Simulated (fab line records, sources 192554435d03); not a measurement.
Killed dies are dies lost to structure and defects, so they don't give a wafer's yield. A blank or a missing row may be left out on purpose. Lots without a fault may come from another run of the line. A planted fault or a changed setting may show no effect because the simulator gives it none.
fab line records | flow n5_finfet
record lots=10 wafers=26 last_day=17
route steps=1938 shown SD_EPI_N@279 SD_EPI_P@303 BEOL_M4@1111
lots that met no fault: from a run of the same line without faults
start_h: hours from the record's first day to the start of the lot's first wafer shown | wait_h: hours since the lot's step before | " the same as in the row above | L1.1+2: a row that stands for several wafers | - no value, or no start given | * or withheld: withheld | < > ~ a bound
route shown NAME@n: a module of which the file shows steps, and the number in the route of the first | usual: mean/standard deviation of fault-free wafers | same: alike in all rows | chamber/n: place in a boat | sites: the reading at each site | _std_site: their standard deviation | _edge_site: outer sites' mean less inner sites' | radius_mm: how far each site lies from the wafer's centre | mask NAME#n: copy n | behind: the tool/chamber that last shaped the wafer | hold: why the lot was held/for how many hours/how that ended | device: the transistor (n, p or np) that didn't switch | end of line: the same wafers' tests at the end of the route | a step without rows: its recipe alone | killed: dies lost to structure and defects at the first sort, not the wafer's yield | map: a wafer's dies, x killed, . not, _ none there
set.NAME: the setting as run; set.NAME@STEP: as run at that earlier step | model.NAME: the simulator's own value behind a step, which no gauge read
steps of the route over a sample of lots; a table a step, a row a wafer
services: from which hour (start_h, from the record's first day; less than 0 if before it) a tool's chamber was out of use, for how many hours, and why
## steps
# step N5_SD_EPI_N_ETCH_16
# recipe chemistry=CHF3/O2 target=SiO2 target_depth_a=50 mask_material=SOC pressure_mtorr=30 source_w=650 bias_w=170 Ar_flow_sccm=200 CHF3_flow_sccm=50 O2_flow_sccm=5 ion_energy_ev=200
# usual drypump_motor_current_A=5.7/0.46 oes_product_au=0.80/0.061 rf_vpp_V=523/11 showerhead_plenum_p_Torr=2.46/0.041 throttle_valve_pct=18.91/0.24
# columns lot.wafer tool chamber start_h wait_h drypump_motor_current_A oes_product_au rf_hours_counter_h rf_vpp_V showerhead_plenum_p_Torr throttle_valve_pct
L225.3 rie_diel-02 0 53.99 0.1 6.5 0.92 19 519 2.55 18.82
L225.4 " 1 " " 6.3 0.73 186 519 2.40 18.74
L225.6 " 0 " " 6.5 0.93 - 519 2.55 18.80
L227.2 rie_diel-05 0 74.83 0.1 5.5 0.82 81 534 2.45 19.15
L227.5 " 3 " " 5.5 0.87 - 516 2.53 18.55
L229.1 rie_diel-06 2 82.73 0.1 5.5 0.81 79 508 2.44 18.77
L229.3 " 1 " " 5.7 0.73 171 519 2.49 18.91
L229.5 " 3 " " 5.7 0.87 - 530 2.46 19.06
L232.1 rie_diel-05 2 97.81 0.1 4.9 0.75 157 535 2.50 18.59
L232.2 " 3 " " 5.4 0.85 62 515 2.53 18.57
L232.3 " 0 " " 5.5 0.82 89 531 2.45 19.18
L233.3 rie_diel-05 0 103.92 0.1 5.5 0.82 90 533 2.45 19.16
L233.4 " 1 " " 6.2 0.88 54 537 2.46 19.00
L236.2 rie_diel-06 1 125.04 0.1 5.7 0.72 186 518 2.48 18.97
L236.3 " 3 " " 5.7 0.85 69 530 2.46 19.07
L236.5 " 2 " " 5.5 0.80 - 509 2.43 18.79
L242.3 rie_diel-05 2 163.30 0.1 4.9 0.74 181 534 2.49 18.65
L242.4 " 0 " " 5.5 0.81 111 532 2.44 19.22
L244.3 rie_diel-06 0 171.16 0.1 6.4 0.69 198 507 2.39 19.24
L244.4 " 3 " " 5.7 0.83 88 532 2.45 19.11
L246.2 rie_diel-02 2 184.98 0.1 5.1 0.71 190 511 2.41 19.40
L246.4 " 0 " " 6.5 0.87 55 519 2.53 18.89
L246.5 " 1 " " 6.2 0.70 - 517 2.39 18.78
L247.1 rie_diel-05 3 187.31 0.1 5.5 0.81 94 516 2.52 18.64
L247.3 " 1 " " 6.2 0.83 88 535 2.44 19.06
L247.5 " 2 " " 4.9 0.73 - 535 2.49 18.64
# step N5_SD_EPI_N_VAPOR_ETCH_50
# recipe chemistry=HCl target=Si temp_c=775 time_s=54 pressure_torr=20 mode=isotropic
# usual throttle_valve_pct=11.9/0.39
# same time_s=54
# columns lot.wafer tool chamber start_h wait_h throttle_valve_pct
L225.3 epi_rpcvd-01 0 54.92 0.2 12.0
L225.4 " 0 " " 12.7
L225.6 " 0 " " 12.2
L227.2 epi_rpcvd-02 0 75.74 0.3 11.6
L227.5 " 0 " " 12.0
L229.1 epi_rpcvd-03 0 83.74 0.4 11.6
L229.3 " 0 " " 11.6
L229.5 " 0 " " 11.6
L232.1 epi_rpcvd-01 0 98.81 0.4 12.5
L232.2 " 0 " " 12.5
L232.3 " 0 " " 12.5
L233.3 epi_rpcvd-03 0 104.86 0.2 11.6
L233.4 " 0 " " 11.8
L236.2 epi_rpcvd-03 0 125.95 0.3 11.6
L236.3 " 0 " " 11.8
L236.5 " 0 " " 11.8
L242.3 epi_rpcvd-02 0 164.25 0.2 11.9
L242.4 " 0 " " 11.5
L244.3 epi_rpcvd-01 0 172.14 0.2 12.6
L244.4 " 0 " " 12.4
L246.2 epi_rpcvd-01 0 185.89 0.3 12.1
L246.4 " 0 " " 12.6
L246.5 " 0 " " 12.4
L247.1 epi_rpcvd-02 0 188.19 0.3 11.9
L247.3 " 0 " " 11.7
L247.5 " 0 " " 11.5
# step N5_SD_EPI_P_CD_MEAS_09
# recipe target_cd_nm=240 landing_energy_ev=500 detector=se_inlens
# usual cd_nm=239.7/0.74
# columns lot.wafer tool chamber start_h wait_h cd_nm
L225.3 cd_sem-02 0 57.70 - 239.1
L225.4 " 0 " " 240.2
L225.6 " 0 " " 239.9
L227.2 cd_sem-02 0 78.56 - 239.8
L227.5 " 0 " " 238.8
L229.1 cd_sem-03 0 87.08 - 239.7
L229.3 " 0 " " 239.7
L229.5 " 0 " " 240.0
L232.1 cd_sem-01 0 102.33 - 240.1
L232.2 " 0 " " 239.8
L232.3 " 0 " " 239.3
L233.3 cd_sem-03 0 107.65 - 239.6
L233.4 " 0 " " 240.0
L236.2 cd_sem-01 0 128.76 - 240.0
L236.3 " 0 " " 240.1
L236.5 " 0 " " 239.7
L242.3 cd_sem-02 0 167.06 - 240.8
L242.4 " 0 " " 241.4
L244.3 cd_sem-03 0 175.19 - 239.7
L244.4 " 0 " " 239.4
L246.2 cd_sem-02 0 188.72 - 241.8
L246.4 " 0 " " 240.5
L246.5 " 0 " " 241.0
L247.1 cd_sem-02 0 191.34 - 239.3
L247.3 " 0 " " 238.7
L247.5 " 0 " " 238.6
# step N5_SD_EPI_P_ETCH_36
# recipe chemistry=CF4 target=SiARC target_depth_a=455 mask_material=CAR-ArF-block time_s=75.8 ion_energy_ev=80 pressure_mtorr=40 source_w=545 bias_w=36 Ar_flow_sccm=100 cf4_flow_sccm=100 ends=cleared
# usual drypump_motor_current_A=5.6/0.4 etch_rf_on_time_s=75.9/1.1 oes_product_au=0.64/0.046 rf_vpp_V=184.1/1.1 showerhead_plenum_p_Torr=2.15/0.066 throttle_valve_pct=15.72/0.27
# columns lot.wafer tool chamber start_h wait_h drypump_motor_current_A etch_rf_on_time_s oes_product_au rf_hours_counter_h rf_vpp_V showerhead_plenum_p_Torr throttle_valve_pct
L225.3 rie_diel-04 3 58.08 0.0 5.9 75.0 0.63 192 184.3 2.13 16.06
L225.4 " 2 " " 5.7 77.0 0.64 137 185.1 2.22 15.23
L225.6 " 3 " " 6.0 74.5 0.63 - 183.0 2.14 16.07
L227.2 rie_diel-03 3 78.68 0.0 5.3 74.1 0.67 143 186.3 2.24 15.82
L227.5 " 0 " " 5.7 76.3 0.65 - 184.6 2.23 15.76
L229.1 rie_diel-03 2 87.38 0.0 5.5 74.9 0.66 134 183.4 2.08 15.85
L229.3 " 3 " " 5.2 74.9 0.67 146 185.1 2.24 15.83
L229.5 " 2 " " 5.5 74.4 0.67 - 181.1 2.08 15.87
L232.1 rie_diel-01 2 102.45 0.0 6.3 76.3 0.64 148 182.9 2.14 15.68
L232.2 " 3 " " 5.8 77.9 0.63 158 184.0 2.06 15.57
L232.3 " 1 " " 6.0 74.9 0.78 17 185.3 2.19 15.21
L233.3 rie_diel-04 1 107.77 0.0 6.1 75.1 0.60 236 183.5 2.13 15.88
L233.4 " 3 " " 5.9 74.7 0.62 207 183.6 2.13 16.10
L236.2 rie_diel-01 3 128.97 0.0 5.8 77.6 0.63 160 182.7 2.06 15.59
L236.3 " 2 " " 6.2 75.5 0.64 150 184.6 2.14 15.69
L236.5 " 0 " " 5.2 75.3 0.60 - 184.3 2.19 16.04
L242.3 rie_diel-03 3 167.26 0.0 5.2 74.8 0.64 174 186.1 2.23 15.90
L242.4 " 0 " " 5.7 51.9 0.78 146 186.3 2.22 15.85
L244.3 rie_diel-03 1 175.32 0.0 5.7 76.6 0.64 179 183.2 2.14 15.79
L244.4 " 2 " " 5.5 50.9 0.81 164 184.2 2.07 15.93
L246.2 rie_diel-03 1 188.92 0.0 5.8 77.1 0.63 184 183.6 2.14 15.79
L246.4 " 1 " " 5.8 52.1 0.80 - 184.2 2.14 15.80
L246.5 " 3 " " 5.3 75.4 0.64 - 185.4 2.22 15.91
L247.1 rie_diel-01 1 191.46 0.0 6.0 75.1 0.75 36 184.7 2.18 15.23
L247.3 " 3 " " 5.8 78.4 0.61 180 182.6 2.05 15.63
L247.5 " 3 " " 5.8 78.5 0.61 - 183.0 2.05 15.63
# step N5_BEOL_M4_RC_MEAS_101
# usual DIBL_N=35.9/1.6 DIBL_P=35.6/2.1 IOFF_N=0.149/0.029 IOFF_P=0.20/0.033 ION_N=671/11 ION_P=460/7.3 SS_N=71.4/0.62 SS_P=73.2/0.65 VT_N=251/3.1 VT_P=-251/3.4
# columns lot.wafer tool chamber start_h wait_h DIBL_N[mV/V] DIBL_P[mV/V] IOFF_N[nA/um] IOFF_P[nA/um] ION_N[uA/um] ION_P[uA/um] SS_N[mV/dec] SS_P[mV/dec] VT_N[mV] VT_P[mV]
L225.3 prober-01 0 166.34 0.3 36.1 35.7 0.154 0.20 668 459 71.1 73.1 253 -249
L225.4 " 0 " " 36.0 36.3 0.150 0.22 666 460 71.1 73.1 252 -248
L225.6 " 0 " " 34.9 33.9 0.130 0.18 672 459 70.7 73.0 253 -252
L227.2 prober-02 0 182.65 0.2 35.5 36.8 0.138 0.18 668 454 71.2 73.5 251 -256
L227.5 " 0 " " 34.7 35.0 0.136 0.16 668 452 71.5 72.3 253 -256
L229.1 prober-02 0 199.72 0.0 35.4 33.4 0.133 0.18 668 459 70.8 72.8 251 -251
L229.3 " 0 " " 34.4 31.4 0.114 0.15 664 456 71.0 72.5 254 -254
L229.5 " 0 " " 36.6 34.7 0.152 0.19 677 459 71.3 73.8 250 -251
L232.1 prober-01 0 209.04 0.0 36.0 38.9 0.162 0.24 676 477 70.3 73.6 250 -247
L232.2 " 0 " " 36.4 37.9 0.158 0.22 681 468 71.3 73.6 248 -248
L232.3 " 0 " " 36.3 38.7 0.175 0.24 704 480 71.8 73.8 248 -245
L233.3 prober-01 0 222.92 0.3 32.7 32.2 0.106 0.16 651 456 70.9 72.7 256 -254
L233.4 " 0 " " 35.6 35.6 0.159 0.21 677 472 70.7 73.2 247 -247
L236.2 prober-02 0 233.70 0.2 37.6 37.5 0.173 0.20 676 456 71.4 73.9 248 -255
L236.3 " 0 " " 37.4 37.5 0.169 0.19 675 458 71.1 73.7 248 -254
L236.5 " 0 " " 33.8 32.5 0.115 0.14 655 450 70.4 72.9 251 -256
L242.3 prober-02 0 277.35 0.3 36.1 35.8 0.131 0.18 667 457 71.2 73.6 255 -252
L242.4 " 0 " " 35.1 34.6 0.127 0.16 680 464 70.7 73.3 251 -255
L244.3 prober-01 0 283.67 0.3 36.3 35.9 0.150 0.21 664 453 71.7 73.2 252 -248
L244.4 " 0 " " 35.0 33.9 0.123 0.19 661 459 72.3 73.0 254 -252
L246.2 prober-02 0 300.61 0.2 36.8 35.2 0.157 0.21 681 468 70.7 73.0 253 -250
L246.4 " 0 " " 38.7 38.1 0.199 0.26 683 467 71.9 73.8 245 -244
L246.5 " 0 " " 39.1 38.4 0.213 0.27 697 475 72.5 74.2 244 -248
L247.1 prober-02 0 303.75 0.0 34.6 34.7 0.133 0.19 665 458 71.8 72.8 251 -251
L247.3 " 0 " " 34.9 33.6 0.135 0.16 679 461 71.3 72.4 252 -253
L247.5 " 0 " " 35.7 34.8 0.154 0.19 681 459 71.5 73.6 250 -249
## services
# columns tool chamber start_h hours kind
rie_diel-03 3 30.37 10.2 repair
rie_diel-02 - 41.23 0.6 repair
rie_diel-03 1 64.09 32.7 repair
rie_diel-02 0 64.99 3.1 repair
epi_rpcvd-03 - 71.16 1.0 repair
rie_diel-01 2 71.21 11.1 repair
rie_diel-01 - 75.75 4.3 pm
rie_diel-01 3 89.35 5.1 repair
rie_diel-06 3 91.74 2.4 repair
rie_diel-04 1 100.49 1.5 repair
rie_diel-01 - 103.88 18.9 repair
rie_diel-04 3 109.90 12.2 repair
rie_diel-04 3 126.58 27.6 repair
rie_diel-01 - 126.93 0.3 repair
rie_diel-04 - 138.91 0.5 repair
rie_diel-04 1 154.34 - clean
rie_diel-02 - 156.72 16.8 repair
rie_diel-06 1 161.09 4.9 repair
rie_diel-05 2 164.28 5.6 repair
epi_rpcvd-03 - 182.99 8.1 pm
rie_diel-01 0 188.11 - clean
rie_diel-01 0 188.11 - consumable_replace:focus_ring
rie_diel-01 0 188.11 20.4 scheduled_down
rie_diel-01 0 188.11 20.4 vent_cycle
## key
first_sign step=N5_SD_EPI_P_ETCH_36 reading=etch_rf_on_time_s direction=down sigmas=22 usual=* struck=*
effect step=N5_SD_EPI_P_ETCH_36 reading=oes_product_au direction=up sigmas=3.5 usual=0.64 struck=0.80
met_at N5_SD_EPI_P_ETCH_36
struck_lots L242,L244,L246
struck_wafers L242.4,L244.4,L246.4
not_acting_at N5_SD_EPI_N_ETCH_16,N5_SD_EPI_N_VAPOR_ETCH_50,N5_SD_EPI_P_CD_MEAS_09
onset_between 87.38 167.26
fault kind=process_parameter_drift tool=rie_diel-03 chamber=- onset_h=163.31 steps=N5_SD_EPI_P_ETCH_36 channel=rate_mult offset=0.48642 shape=step end_h=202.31 scope=struck_wafers_only
